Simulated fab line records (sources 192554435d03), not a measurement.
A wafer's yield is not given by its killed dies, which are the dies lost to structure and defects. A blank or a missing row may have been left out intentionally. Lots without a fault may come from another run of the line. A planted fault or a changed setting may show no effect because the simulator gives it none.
fab line records	flow n5_finfet	part 1 of 2: steps 1 to 3 of 6
record: lots: 23	wafers: 69	last_day: 17
route steps=1938 shown BEOL_M9@1437 BEOL_M10@1473
lots with no fault: from the same line, run without faults
start_h: the number of hours between the record's first day and the start of the first shown wafer of the lot	wait_h: hours from the lot's prior step to this one	" identical to the entry in the row above	L1.1+2: a row that stands for several wafers	- value missing, or start not given	* or withheld: withheld	< > ~ a bound
route shown NAME@n: names a module that has steps shown in the file, with the first one's number in the route	usual: mean/standard deviation taken from wafers without a fault	same: alike in all rows	chamber/n: place in a boat	sites: the reading at each site	_std_site: how widely they spread, as a standard deviation	_edge_site: inner sites' mean taken away from outer sites' mean	radius_mm: how far each site lies from the wafer's centre	mask NAME#n: copy n	behind: the most recent tool/chamber to have shaped the wafer	hold: why the lot went on hold/how many hours it stayed there/how the hold came to an end	device: whichever transistor did not switch (one of n, p or np)	end of line: tests of these same wafers at the route's end	a step without rows: its recipe alone	killed: count of dies lost to structure and defects at first sort (not the wafer's yield)	map: per-die view of a wafer (x killed, . not killed, _ where there is no die)
set.NAME: the setting the step ran with; set.NAME@STEP: the setting that earlier step ran with	model.NAME: the simulator's own value behind a step, which no gauge read
a sample of lots followed through the steps of the route, with each step as a table and each wafer as a row
services: from which hour (start_h, from the record's first day; less than 0 if before it) a tool's chamber was out of use, for how many hours, and why
== steps ==
step: N5_BEOL_M9_DESCUM_33
recipe: chemistry: O2	time_s: 7	source_power_w: 50	bias_power_w: 20	pressure_mtorr: 20	rf_frequency_hz: 2.712e+07	temp_c: 40	resist: CAR-EUV	o2_flow_sccm: 225
usual: drypump_motor_current_A: 5.7/0.36	oes_product_au: 0.82/0.071	rf_vpp_V: 243.6/1.1	showerhead_plenum_p_Torr: 2.12/0.043	temp_c: 40.00/0.12	throttle_valve_pct: 20.26/0.26
lot.wafer	tool	chamber	start_h	wait_h	drypump_motor_current_A	oes_product_au	rf_hours_counter_h	rf_vpp_V	showerhead_plenum_p_Torr	temp_c	throttle_valve_pct
L074.3	rie_diel-05	0	199.84	0.0	5.0	0.70	219	243.8	2.16	40.22	20.37
L074.4	"	1	"	"	5.6	0.86	49	242.8	2.13	39.98	20.24
L074.5	"	0	"	"	5.0	0.69	-	243.7	2.16	40.10	20.36
L075.1	rie_diel-05	0	211.04	1.5	5.0	0.70	224	243.3	2.16	39.99	20.39
L075.2	"	3	"	"	5.8	0.87	13	244.3	2.13	39.88	19.71
L075.3	"	2	"	"	5.7	0.90	33	244.0	2.12	39.88	20.03
L076.2	rie_diel-04	3	217.52	0.0	6.1	0.82	122	244.2	2.13	39.93	20.12
L076.3	"	1	"	"	5.0	0.74	180	244.6	2.15	39.91	20.08
L076.6	"	3	"	"	6.1	0.82	-	242.7	2.13	39.85	20.14
L077.1	rie_diel-04	3	218.13	0.0	6.1	0.82	122	244.3	2.13	40.01	20.13
L077.3	"	1	"	"	4.9	0.74	180	244.3	2.15	40.22	20.08
L077.6	"	0	"	"	5.4	0.75	-	244.8	2.14	40.08	20.28
L078.1	rie_diel-04	3	224.14	0.1	6.1	0.81	125	244.1	2.12	40.03	20.15
L078.5	"	0	"	"	5.4	0.74	-	246.0	2.14	40.15	20.30
L078.6	"	3	"	"	6.1	0.82	-	243.6	2.12	40.13	20.14
L079.3	rie_diel-05	1	227.22	0.1	5.6	0.85	60	243.4	2.13	40.06	20.26
L079.4	"	0	"	"	5.0	0.69	229	242.1	2.16	39.80	20.39
L079.5	"	1	"	"	5.6	0.85	-	243.6	2.13	40.20	20.26
L080.2	rie_diel-05	0	236.18	0.0	5.0	0.69	231	243.0	2.16	40.08	20.39
L080.4	"	1	"	"	5.6	0.85	62	244.9	2.13	39.98	20.27
L080.6	"	3	"	"	5.8	0.87	-	244.0	2.12	39.97	19.71
L081.2	rie_diel-01	2	253.15	0.0	5.8	0.85	56	242.9	2.07	40.01	20.80
L081.3	"	1	"	"	5.7	0.83	79	245.7	2.22	40.01	20.51
L081.4	"	3	"	"	6.2	0.90	23	242.9	2.05	40.09	20.08
L082.2	rie_diel-05	3	261.48	0.0	5.8	0.87	29	243.2	2.12	39.83	19.73
L082.3	"	1	"	"	5.6	0.85	70	243.7	2.12	39.95	20.28
L082.6	"	3	"	"	5.8	0.86	-	245.0	2.12	40.13	19.72
L084.1	rie_diel-04	3	268.61	0.0	6.0	0.80	138	243.8	2.12	39.94	20.16
L084.3	"	2	"	"	6.0	0.92	27	243.9	2.14	39.88	20.52
L084.6	"	0	"	"	5.4	0.72	-	243.3	2.14	39.97	20.33
L085.2	rie_diel-04	0	269.07	0.3	5.4	0.73	201	242.9	2.14	39.89	20.33
L085.3	"	2	"	"	6.0	0.91	27	244.6	2.14	39.98	20.53
L085.6	"	1	"	"	4.9	0.73	-	245.6	2.14	40.24	20.09
L083.1	rie_diel-01	1	273.13	1.8	5.7	0.83	87	245.3	2.21	39.96	20.50
L083.4	"	3	"	"	6.2	0.88	29	242.5	2.05	39.84	20.08
L083.5	"	0	"	"	5.6	0.93	-	243.3	2.05	40.12	20.12
L086.1	rie_diel-04	2	288.47	0.0	6.0	0.91	36	243.5	2.13	39.74	20.56
L086.3	"	3	"	"	6.1	0.79	147	243.5	2.12	39.99	20.17
L086.4	"	0	"	"	5.4	0.72	209	244.7	2.14	40.13	20.35
L087.1	rie_diel-01	3	288.80	0.1	6.2	0.86	36	241.4	2.05	39.98	20.09
L087.2	"	2	"	"	5.8	0.85	68	242.8	2.07	40.00	20.81
L087.3	"	1	"	"	5.7	0.82	93	244.2	2.21	40.08	20.51
L088.1	rie_diel-05	1	290.05	0.0	5.6	0.83	74	243.4	2.12	39.99	20.29
L088.4	"	3	"	"	5.7	0.84	33	244.6	2.12	39.94	19.73
L088.5	"	3	"	"	5.8	0.85	-	243.8	2.12	40.14	19.74
L089.2	rie_diel-01	3	301.71	0.0	6.2	0.86	39	241.7	2.05	40.10	20.11
L089.5	"	1	"	"	5.7	0.81	-	245.0	2.21	39.74	20.54
L089.6	"	0	"	"	5.6	0.90	-	242.6	2.04	39.87	20.12
L090.2	rie_diel-01	3	308.99	0.0	6.2	0.85	41	242.5	2.05	39.93	20.09
L090.3	"	1	"	"	5.7	0.81	100	244.2	2.21	39.99	20.53
L090.5	"	3	"	"	6.2	0.86	-	241.6	2.05	40.03	20.11
L091.1	rie_diel-04	1	313.77	0.0	5.0	0.72	210	244.0	2.14	40.05	20.12
L091.3	"	0	"	"	5.4	0.71	216	244.1	2.13	40.01	20.36
L091.5	"	0	"	"	5.4	0.72	-	242.4	2.13	40.02	20.36
L092.2	rie_diel-05	3	317.05	0.0	5.8	0.82	41	243.3	2.12	40.15	19.74
L092.4	"	1	"	"	5.6	0.83	83	243.4	2.12	40.07	20.30
L092.5	"	2	"	"	5.7	0.85	-	244.3	2.11	39.99	20.09
L094.2	rie_diel-01	2	325.91	0.0	5.8	0.83	79	241.7	2.06	40.18	20.84
L094.4	"	0	"	"	5.6	0.88	26	241.4	2.04	40.10	20.14
L094.6	"	0	"	"	5.6	0.87	-	241.4	2.04	39.98	20.12
L093.3	rie_diel-04	1	327.50	0.3	4.9	0.71	214	243.1	2.14	39.84	20.15
L093.5	"	3	"	"	6.1	0.78	-	242.7	2.11	39.84	20.19
L093.6	"	2	"	"	6.0	0.87	-	242.0	2.13	40.17	20.56
L097.2	rie_diel-01	0	342.51	0.1	5.6	0.86	31	241.3	2.04	39.94	20.13
L097.5	"	1	"	"	5.7	0.81	-	245.0	2.20	39.95	20.52
L097.6	"	0	"	"	5.6	0.86	-	243.1	2.04	39.87	20.12
L096.1	rie_diel-04	2	344.31	0.0	6.0	0.88	52	242.8	2.13	40.05	20.56
L096.5	"	2	"	"	6.0	0.87	-	244.2	2.13	39.83	20.57
L096.6	"	3	"	"	6.1	0.77	-	243.1	2.11	39.93	20.18
step: N5_BEOL_M9_ETCH_41
recipe: chemistry: CH3F/O2	target: SiCN	target_depth_a: 366	taper_deg: 2	time_s: 70.1	ion_energy_ev: 120	mask_material: TiN	pressure_mtorr: 30	source_w: 395	bias_w: 75	Ar_flow_sccm: 150	CH3F_flow_sccm: 30	O2_flow_sccm: 20
usual: CH3F_flow_sccm: 30.00/0.094	drypump_motor_current_A: 5.7/0.36	oes_product_au: 0.81/0.069	rf_vpp_V: 297.9/1.3	showerhead_plenum_p_Torr: 2.03/0.041	throttle_valve_pct: 16.18/0.19
lot.wafer	tool	chamber	start_h	wait_h	CH3F_flow_sccm	drypump_motor_current_A	oes_product_au	rf_hours_counter_h	rf_vpp_V	showerhead_plenum_p_Torr	throttle_valve_pct
L074.3	rie_diel-05	0	-	-	29.81	5.0	0.71	219	298.8	2.07	16.33
L074.4	"	1	"	"	30.07	5.6	0.85	49	298.5	2.05	16.22
L074.5	"	0	"	"	30.01	5.0	0.71	-	300.1	2.07	16.31
L075.1	rie_diel-05	0	-	-	29.86	5.0	0.71	224	299.9	2.07	16.31
L075.2	"	3	"	"	30.07	5.8	0.88	13	298.8	2.07	15.83
L075.3	"	2	"	"	30.03	5.7	0.90	33	298.7	2.03	15.98
L076.2	rie_diel-04	3	-	-	30.00	6.1	0.81	122	298.0	2.03	16.03
L076.3	"	1	"	"	30.04	5.0	0.73	180	298.6	2.05	16.05
L076.6	"	3	"	"	29.91	6.1	0.81	-	297.3	2.03	16.03
L077.1	rie_diel-04	3	-	-	29.86	6.1	0.82	122	296.4	2.03	16.04
L077.3	"	1	"	"	29.93	4.9	0.74	180	298.2	2.05	16.05
L077.6	"	0	"	"	29.98	5.4	0.73	-	298.1	2.07	16.38
L078.1	rie_diel-04	3	-	-	30.02	6.1	0.81	125	297.7	2.03	16.02
L078.5	"	0	"	"	29.99	5.4	0.73	-	298.0	2.07	16.38
L078.6	"	3	"	"	30.00	6.1	0.81	-	298.8	2.03	16.04
L079.3	rie_diel-05	1	-	-	30.12	5.6	0.84	60	298.4	2.05	16.26
L079.4	"	0	"	"	30.09	5.0	0.71	229	299.0	2.07	16.33
L079.5	"	1	"	"	30.04	5.6	0.84	-	297.9	2.05	16.25
L080.2	rie_diel-05	0	-	-	30.08	5.0	0.70	231	299.1	2.07	16.35
L080.4	"	1	"	"	30.10	5.6	0.83	62	298.1	2.05	16.23
L080.6	"	3	"	"	30.04	5.8	0.85	-	298.1	2.07	15.85
L081.2	rie_diel-01	2	-	-	29.95	5.8	0.85	56	295.8	1.96	16.46
L081.3	"	1	"	"	30.18	5.7	0.81	79	299.1	2.10	16.27
L081.4	"	3	"	"	30.07	6.2	0.89	23	296.1	1.98	15.99
L082.2	rie_diel-05	3	-	-	30.05	5.8	0.85	29	298.9	2.06	15.84
L082.3	"	1	"	"	29.89	5.6	0.82	71	296.6	2.05	16.26
L082.6	"	3	"	"	30.01	5.8	0.85	-	298.0	2.06	15.86
L084.1	rie_diel-04	3	-	-	29.94	6.1	0.79	139	297.8	2.02	16.06
L084.3	"	2	"	"	30.02	6.0	0.91	27	298.1	2.03	16.29
L084.6	"	0	"	"	30.10	5.4	0.72	-	299.5	2.06	16.41
L085.2	rie_diel-04	0	-	-	29.82	5.4	0.72	202	299.2	2.06	16.41
L085.3	"	2	"	"	30.04	6.0	0.91	27	297.2	2.03	16.29
L085.6	"	1	"	"	30.07	4.9	0.73	-	297.0	2.04	16.05
L083.1	rie_diel-01	1	-	-	30.01	5.7	0.81	87	300.3	2.10	16.27
L083.4	"	3	"	"	29.91	6.2	0.89	29	297.1	1.97	15.99
L083.5	"	0	"	"	29.88	5.6	0.93	-	295.9	1.96	16.04
L086.1	rie_diel-04	2	-	-	29.99	6.0	0.91	36	299.2	2.03	16.31
L086.3	"	3	"	"	29.93	6.1	0.79	147	297.6	2.02	16.06
L086.4	"	0	"	"	30.00	5.4	0.71	209	297.5	2.06	16.42
L087.1	rie_diel-01	3	-	-	30.16	6.2	0.88	36	296.9	1.97	16.04
L087.2	"	2	"	"	29.93	5.8	0.86	68	295.6	1.96	16.50
L087.3	"	1	"	"	30.04	5.7	0.80	93	300.2	2.09	16.28
L088.1	rie_diel-05	1	-	-	30.08	5.6	0.82	74	298.0	2.05	16.28
L088.4	"	3	"	"	29.91	5.8	0.85	33	299.0	2.06	15.86
L088.5	"	3	"	"	29.91	5.8	0.85	-	299.3	2.06	15.86
L089.2	rie_diel-01	3	-	-	29.95	6.2	0.86	39	295.6	1.97	16.06
L089.5	"	1	"	"	29.98	5.7	0.80	-	297.7	2.09	16.30
L089.6	"	0	"	"	30.01	5.6	0.88	-	296.5	1.96	16.07
L090.2	rie_diel-01	3	-	-	30.14	6.2	0.87	41	297.0	1.97	16.05
L090.3	"	1	"	"	29.85	5.7	0.79	100	302.0	2.09	16.31
L090.5	"	3	"	"	30.17	6.2	0.86	-	294.9	1.97	16.03
L091.1	rie_diel-04	1	-	-	30.09	5.0	0.71	210	300.2	2.04	16.08
L091.3	"	0	"	"	29.90	5.4	0.71	216	300.1	2.06	16.43
L091.5	"	0	"	"	30.10	5.4	0.70	-	298.1	2.06	16.43
L092.2	rie_diel-05	3	-	-	29.98	5.8	0.83	41	297.4	2.06	15.86
L092.4	"	1	"	"	30.12	5.6	0.81	83	297.5	2.04	16.29
L092.5	"	2	"	"	30.12	5.7	0.85	-	297.6	2.02	16.03
L094.2	rie_diel-01	2	-	-	30.18	5.8	0.83	79	296.3	1.95	16.50
L094.4	"	0	"	"	29.93	5.6	0.87	26	296.0	1.96	16.07
L094.6	"	0	"	"	30.05	5.7	0.88	-	296.3	1.96	16.08
L093.3	rie_diel-04	1	-	-	30.01	5.0	0.72	214	298.5	2.04	16.10
L093.5	"	3	"	"	29.88	6.1	0.77	-	297.1	2.02	16.08
L093.6	"	2	"	"	29.79	6.0	0.88	-	297.9	2.02	16.34
L097.2	rie_diel-01	0	-	-	29.93	5.6	0.86	31	297.3	1.96	16.08
L097.5	"	1	"	"	30.21	5.7	0.79	-	301.0	2.09	16.31
L097.6	"	0	"	"	29.82	5.6	0.87	-	296.0	1.96	16.07
L096.1	rie_diel-04	2	-	-	29.98	6.0	0.87	52	297.4	2.02	16.35
L096.5	"	2	"	"	29.96	6.0	0.86	-	296.6	2.02	16.33
L096.6	"	3	"	"	29.95	6.1	0.76	-	298.1	2.02	16.10
step: N5_BEOL_M10_PECVD_70
recipe: material: SiO2	target_thk_a: 200	temp_c: 400	precursor: TEOS/O2	pressure_torr: 5.5	rf_w: 450	teos_flow_sccm: 53.8	gas: O2	flow_sccm: 3000	time_s: 22.7
usual: heater_power_w: 707/87	showerhead_plenum_p_Torr: 8.83/0.041	throttle_valve_pct: 22.8/1.1
lot.wafer	tool	chamber	start_h	wait_h	heater_power_w	showerhead_plenum_p_Torr	throttle_valve_pct
L074.3	pecvd-01	0	203.62	0.0	853	8.93	24.3
L074.4	"	0	"	"	821	8.94	24.6
L074.5	"	1	"	"	762	8.83	22.3
L075.1	pecvd-01	1	216.15	0.0	713	8.83	22.5
L075.2	"	0	"	"	802	8.93	24.7
L075.3	"	2	"	"	611	8.83	23.6
L076.2	pecvd-04	0	222.95	0.0	891	8.83	22.4
L076.3	"	1	"	"	633	8.86	23.3
L076.6	"	1	"	"	636	8.82	23.5
L077.1	pecvd-04	0	223.43	0.0	737	8.83	22.3
L077.3	"	2	"	"	737	8.81	21.3
L077.6	"	1	"	"	673	8.85	23.4
L078.1	pecvd-03	1	230.11	0.0	571	8.86	24.5
L078.5	"	1	"	"	574	8.80	24.2
L078.6	"	0	"	"	843	8.76	22.3
L079.3	pecvd-03	0	231.11	0.1	844	8.78	22.3
L079.4	"	1	"	"	603	8.83	24.4
L079.5	"	0	"	"	866	8.78	22.3
L080.2	pecvd-03	0	239.68	0.0	800	8.78	22.3
L080.4	"	0	"	"	779	8.78	22.4
L080.6	"	1	"	"	560	8.85	24.4
L081.2	pecvd-03	1	256.78	0.0	648	8.84	24.3
L081.3	"	2	"	"	590	8.76	21.0
L081.4	"	0	"	"	772	8.77	22.6
L082.2	pecvd-01	0	264.86	0.0	841	8.93	24.4
L082.3	"	2	"	"	586	8.83	23.5
L082.6	"	1	"	"	732	8.83	22.7
L084.1	pecvd-04	0	272.45	0.1	739	8.83	22.1
L084.3	"	1	"	"	634	8.85	23.5
L084.6	"	0	"	"	751	8.80	22.4
L085.2	pecvd-04	1	273.20	0.0	560	8.85	23.5
L085.3	"	0	"	"	773	8.80	22.2
L085.6	"	1	"	"	570	8.84	23.4
L083.1	pecvd-04	0	276.66	0.0	832	8.82	22.2
L083.4	"	2	"	"	679	8.84	21.3
L083.5	"	1	"	"	584	8.84	23.1
L086.1	pecvd-04	1	293.24	0.0	642	8.83	23.6
L086.3	"	2	"	"	720	8.81	21.1
L086.4	"	2	"	"	718	8.84	21.2
L087.1	pecvd-03	0	293.72	0.0	834	8.76	22.4
L087.2	"	1	"	"	665	8.83	24.1
L087.3	"	2	"	"	631	8.76	20.9
L088.1	pecvd-01	0	295.01	0.0	888	8.91	24.7
L088.4	"	0	"	"	882	8.91	24.4
L088.5	"	2	"	"	626	8.83	23.7
L089.2	pecvd-04	2	305.40	0.0	707	8.83	21.5
L089.5	"	1	"	"	609	8.83	23.2
L089.6	"	2	"	"	716	8.83	21.2
L090.2	pecvd-03	1	314.42	0.0	634	8.86	24.3
L090.3	"	1	"	"	648	8.84	24.1
L090.5	"	1	"	"	639	8.83	24.4
L091.1	pecvd-04	0	317.87	0.0	757	8.84	22.1
L091.3	"	2	"	"	783	8.85	21.5
L091.5	"	0	"	"	734	8.85	22.2
L092.2	pecvd-04	1	320.66	0.0	711	8.84	23.1
L092.4	"	0	"	"	867	8.82	22.3
L092.5	"	1	"	"	717	8.85	23.3
L094.2	pecvd-01	0	329.45	0.0	714	8.91	24.3
L094.4	"	1	"	"	628	8.84	22.5
L094.6	"	0	"	"	732	8.93	24.5
L093.3	pecvd-03	2	331.99	0.0	671	8.79	21.0
L093.5	"	2	"	"	669	8.78	21.0
L093.6	"	0	"	"	849	8.77	22.6
L097.2	pecvd-01	1	347.41	0.0	757	8.85	22.4
L097.5	"	1	"	"	753	8.83	22.7
L097.6	"	2	"	"	683	8.84	23.9
L096.1	pecvd-04	1	348.36	0.0	629	8.82	23.3
L096.5	"	0	"	"	742	8.83	22.3
L096.6	"	2	"	"	720	8.83	21.5
